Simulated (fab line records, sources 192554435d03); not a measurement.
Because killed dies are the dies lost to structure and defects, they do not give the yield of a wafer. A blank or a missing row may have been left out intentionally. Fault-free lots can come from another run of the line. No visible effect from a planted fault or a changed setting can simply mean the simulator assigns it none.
A lot that was struck, set against a sound lot	flow n5-finfet	36 out of 1938 route steps
Sound: these wafers, L389.3, L389.5, L389.6. Struck: wafer L404.4. (L404.3, L404.6 of the same lot were not struck and are left out.) The cause comes at the end.
Per side, at each step with rows, come the tool, then ch with its chambers, and then its first start. Under that, the readings that differ: sound wafers	struck wafers	difference of the means	sigmas: that difference in standard deviations of wafers without a fault.
alike: words and numbers the same on both sides, and readings whose means are apart by under 2 such deviations; not compared: readings that were withheld, readings missing a value for some wafer, numbers with overlapping values and no deviation given by the record, and bounds like >300 which may hide the same value.
The two part at a step that has a row with sigmas, a row that says differs or no value, or rows on one side only. Non-overlapping numbers with no deviation appear without sigmas and do not part them. A reading missing from all wafers of one side parts the sides only when that side holds two or more wafers.

first, 9 steps without rows for these wafers: N5_BEOL_M4_ANNEAL_95 (time 240 s); N5_BEOL_M4_SPUTTER_96 (material Cu, target thk 4.5 nm, time 8.29 s); N5_BEOL_M4_ECD_50 (material Cu, target thk 300 nm); N5_BEOL_M4_ANNEAL_51 (time 90 s); N5_BEOL_M4_CMP_52 (polishes, stops on SiOC, t overpolish 6.8 s, target thk 40 nm); N5_BEOL_M4_PRE_CLEAN_60 (time 15 s); N5_BEOL_M4_CO_CAP_55 (material Co, precursor CCTBA/H2, target thk 2 nm, time 102.1 s); N5_BEOL_M4_PRE_CLEAN_56 (time 15 s); N5_BEOL_M4_DEP_57 (deposits SiCN from 3MS/NH3, target thk 8 nm, time 14 s).
N5_BEOL_M4_RC_MEAS_101:
  sound on prober-01 ch 0, day 8 10:14; struck on prober-02 ch 0, day 12 06:06
reading	sound	struck	difference	sigmas
SS_N (mV/dec)	71.7 71.9 71.2	70.4	-1.2	-2
  alike: DIBL_N, DIBL_P, IOFF_N, IOFF_P, ION_N, ION_P, SS_P, VT_N, VT_P
then, 24 steps without rows for these wafers: N5_BEOL_M5_ILD_DEP_00 (deposits SiCOH lowk from DEMS/porogen, target thk 140.64 nm, time 25.9 s); N5_BEOL_M5_CURE_79 (cures SiCOH lowk, time 240 s); N5_BEOL_M5_PECVD_70 (deposits SiO2 from TEOS/O2, target thk 16 nm, time 18 s); N5_BEOL_M5_HM_DEP_02 (deposits TiN, target thk 20 nm); N5_BEOL_M5_COAT_59 (time 60 s, resist thk 60 nm); N5_BEOL_M5_COAT_60 (time 60 s, resist thk 12 nm); N5_BEOL_M5_COAT_71 (time 60 s, resist thk 5 nm); N5_BEOL_M5_COAT_05 (resist thk 30 nm); N5_BEOL_M5_EBR_07; N5_BEOL_M5_SOFTBAKE_06 (time 60 s); N5_BEOL_M5_EXPOSE_08 (exposes mask M5, target cd 28 nm); N5_BEOL_M5_PEB_09 (peb time 60 s); N5_BEOL_M5_DEVELOP_10 (develop time 30 s); N5_BEOL_M5_DESCUM_16 (chemistry O2, time 7 s); N5_BEOL_M5_ETCH_72 (etches underlayer in N2/H2, target depth 6.5 nm, time 5.2 s); N5_BEOL_M5_ETCH_61 (etches SiARC in CF4, target depth 15.6 nm, time 26 s); N5_BEOL_M5_ETCH_62 (etches SOC in N2/H2, target depth 75 nm, overetch 15 nm, time 112.5 s); N5_BEOL_M5_STRIP_63 (strips in N2/H2); N5_BEOL_M5_STRIP_73 (strips in N2/H2); N5_BEOL_M5_STRIP_64 (strips in CF4); N5_BEOL_M5_HM_OPEN_17 (chemistry Cl2/BCl3, target TiN, target depth 20 nm, overetch 6 nm); N5_BEOL_M5_STRIP_19 (strips in O2); N5_BEOL_M5_COAT_65 (time 60 s, resist thk 60 nm); N5_BEOL_M5_COAT_66 (time 60 s, resist thk 12 nm).
N5_BEOL_M7_VIA_ETCH_34: etches SiCOH lowk in C4F6/O2, target depth 125.5 nm, time 50.5 s.
  sound on rie-diel-05 ch 0,2,3, day 9 11:08; struck on rie-diel-03 ch 3, day 13 07:44
reading	sound	struck	difference	sigmas
model.etch.depth-nm (nm)	123.7 125.1 124.6	91.64	-32.83	
model.SOC_of_BEOL_M7_COAT_63.thk-nm (nm)	54 53.8 53.8	55.8	+1.9	
  alike: drypump-motor-current-A, oes-product-au, rf-vpp-V, showerhead-plenum-p-Torr, throttle-valve-pct
  not compared: rf-hours-counter-h
-- record jumps: 3 days separate the struck wafers' starts on either side; left off in module BEOL_M7, taken up again in module PASSIVATION, whose first shown step is the route's number 1936 --
N5_PASSIVATION_PROBE_49:
  sound: prober-02 at day 12 20:52; struck: prober-02 at day 16 05:04
reading	sound	struck	difference	sigmas
defect-limited-yield (%)	92.5 89.7 87.9	10.6	-79.4	-57
killed_at_M4_up	14 22 18	938	+920	+99 or more
killed-at-contacts	5 9 16	23	+13	+2
killed-dies	88 121 143	1055	+938	+59
killed-on-rim	10 14 23	109	+93	+25
sort_bin_5_function (%)	4.2 5.1 7.7	85.0	+79.3	+83
sort-n-pass	1092 1059 1037	125	-938	-59
sort-yield-pct (%)	92.5 89.7 87.9	10.6	-79.4	-57
  alike: killed_at_M0_to_M3, killed-at-front-end, killed-at-other, killed-open, killed-short, sort_bin_6_memory

== WHERE THEY PART ==
First at N5_BEOL_M4_RC_MEAS_101; last, within this record, at N5_PASSIVATION_PROBE_49.

WHY: what had been put in by the simulator
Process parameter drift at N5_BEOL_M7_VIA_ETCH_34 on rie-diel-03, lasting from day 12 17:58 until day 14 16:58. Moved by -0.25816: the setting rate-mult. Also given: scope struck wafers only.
